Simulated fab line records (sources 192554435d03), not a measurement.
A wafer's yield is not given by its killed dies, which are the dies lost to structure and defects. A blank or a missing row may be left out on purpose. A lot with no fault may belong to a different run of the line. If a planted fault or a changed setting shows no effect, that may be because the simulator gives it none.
A lot that was struck, set against a sound lot -- flow n5 finfet -- 15 steps out of a route of 1938
Sound: these wafers, L787.1, L787.3, L787.5. Struck: wafer L799.2 (left out: L799.4, L799.6 of the same lot, which were not struck); the cause appears at the end.
Each step with rows lists, per side, the tool, then ch with its chambers, then its first start. Under that, the readings that differ: sound wafers -- struck wafers -- difference of the means -- sigmas: that difference in standard deviations of wafers without a fault.
alike: readings with means less than 2 such deviations apart, plus words and numbers identical on both sides. not compared: withheld readings, readings lacking a value on some wafer, bounds such as >300 that could conceal the same value, and numbers that have no deviation in the record and whose values overlap.
A row with sigmas, a row that says differs or no value, or rows on one side alone: a step with any of these is where the two part. Numbers that don't overlap but have no deviation are shown without sigmas and don't part them. A reading that every wafer of one side lacks parts them only if that side has two wafers or more.

first, 2 steps without rows for these wafers: N5_FIN_SAQP_HM_OPEN_73 (chemistry CHF3/O2, target SiO2, stops on a-Si, target depth 12 nm, time 16.8 s); N5_FIN_SAQP_STRIP_74 (strips in CHF3/O2).
N5_FIN_SAQP_MANDREL_ETCH_22: etches a-Si in HBr/Cl2, stops on SiNx, target depth 60 nm, bt time 10 s, time 30 s.
  sound on rie si-01 ch 1,2,3, day 2 00:05; struck on rie si-03 ch 3, day 4 22:23
reading,sound,struck,difference,sigmas
drypump motor current A (A),4.8 5.8 5.3,6.4,+1.1,+2
  alike: chamber pressure mTorr, oes product au, throttle valve pct
  not compared: rf hours counter h
N5_FIN_SAQP_STRIP_55: strips in N2/H2.
  sound on rie diel-05 ch 0,1,3, day 2 00:11; struck on rie diel-06 ch 0, day 4 22:29
  alike: chamber pressure mTorr, drypump motor current A, oes product au, rf vpp V, showerhead plenum p Torr, throttle valve pct
  not compared: rf hours counter h
then, 2 steps without rows for these wafers: N5_FIN_SAQP_STRIP_23 (strips in SPM, time 750 s); N5_FIN_SAQP_SRD_66 (time 30 s).
N5_FIN_SAQP_RECESS_75: chemistry HF/NH3, target SiO2, target depth 14.4 nm, afs cycles 3, sublimation time 60 s.
  sound on vapor etch-02 ch 0, day 2 00:31; struck on vapor etch-02 ch 0, day 4 22:49
  alike: drypump motor current A
then, 1 step without rows for these wafers: N5_FIN_SAQP_SPACER1_ALD_24 (deposits SiO2, target thk 20.3 nm, pulse time 1 s, purge time 2 s).
N5_FIN_SAQP_SPACER1_ETCHBACK_25: etches SiO2 in CHF3/O2, target depth 24.4 nm, time 12.2 s.
  sound on rie diel-06 ch 0,2,3, day 2 01:43; struck on rie diel-05 ch 3, day 4 23:55
reading,sound,struck,difference,sigmas
showerhead plenum p Torr (Torr),2.32 2.45 2.31,2.50,+0.14,+2
  alike: chamber pressure mTorr, drypump motor current A, oes_ar_750_au, oes product au, rf vpp V, throttle valve pct
  not compared: rf hours counter h
then, 1 step without rows for these wafers: N5_FIN_SAQP_MANDREL1_REMOVE_56 (chemistry HBr/Cl2/O2, target a-Si, stops on SiNx, bt time 10 s).
N5_FIN_SAQP_CD_MEAS_27 targets a cd of 20 nm.
  sound on cd sem-01 ch 0, day 2 01:55; struck on cd sem-03 ch 0, day 5 00:07
reading,sound,struck,difference,sigmas
cd nm (nm),20.05 20.19 20.31,19.52,-0.66,-3
N5_FIN_SAQP_ETCH_57: etches SiNx in CH3F/O2, target depth 32.5 nm, time 46.4 s.
  sound on rie diel-06 ch 0,2, day 2 01:58; struck on rie diel-06 ch 2, day 5 00:10
  alike: chamber pressure mTorr, drypump motor current A, etch rf on time s, oes_ar_750_au, oes product au, rf vpp V, showerhead plenum p Torr, throttle valve pct
  not compared: rf hours counter h
N5_FIN_SAQP_ETCH_65: etches SiO2 in CF4, target depth 4 nm, time 4.4 s.
  sound on rie si-04 ch 0,2,3, day 2 02:04; struck on rie si-01 ch 1, day 5 00:16
reading,sound,struck,difference,sigmas
model.etch.depth nm (nm),3.989 4.167 3.898,3.715,-0.303,
  alike: chamber pressure mTorr, drypump motor current A, oes product au, throttle valve pct
  not compared: rf hours counter h
then, 1 step without rows for these wafers: N5_FIN_SAQP_MANDREL_ETCH_58 (etches a-Si in HBr/Cl2, stops on SiNx, target depth 45 nm, bt time 10 s, time 27 s).
-- here the record skips 6 days between the struck wafers' starts before and after, leaving off in module FIN_SAQP and picking up in module BEOL_M4 (first step shown: number 1111 of the route) --
N5_BEOL_M4_RC_MEAS_101:
  sound on prober-01 ch 0, day 7 15:47; struck on prober-01 ch 0, day 11 08:14
reading,sound,struck,difference,sigmas
IOFF_P (nA/um),0.26 0.21 0.29,0.16,-0.09,-3
ION_N (uA/um),683 676 688,647,-35,-3
ION_P (uA/um),470 467 477,447,-24,-3
SS_P (mV/dec),73.7 72.2 73.8,71.8,-1.4,-2
VT_P (mV),-248.4 -249.9 -245.4,-256.0,-8.1,-3
  alike: DIBL_N, DIBL_P, IOFF_N, SS_N, VT_N

== WHERE THEY PART ==
First at N5_FIN_SAQP_MANDREL_ETCH_22; last, within this record, at N5_BEOL_M4_RC_MEAS_101.

WHY: whatever the simulator had introduced
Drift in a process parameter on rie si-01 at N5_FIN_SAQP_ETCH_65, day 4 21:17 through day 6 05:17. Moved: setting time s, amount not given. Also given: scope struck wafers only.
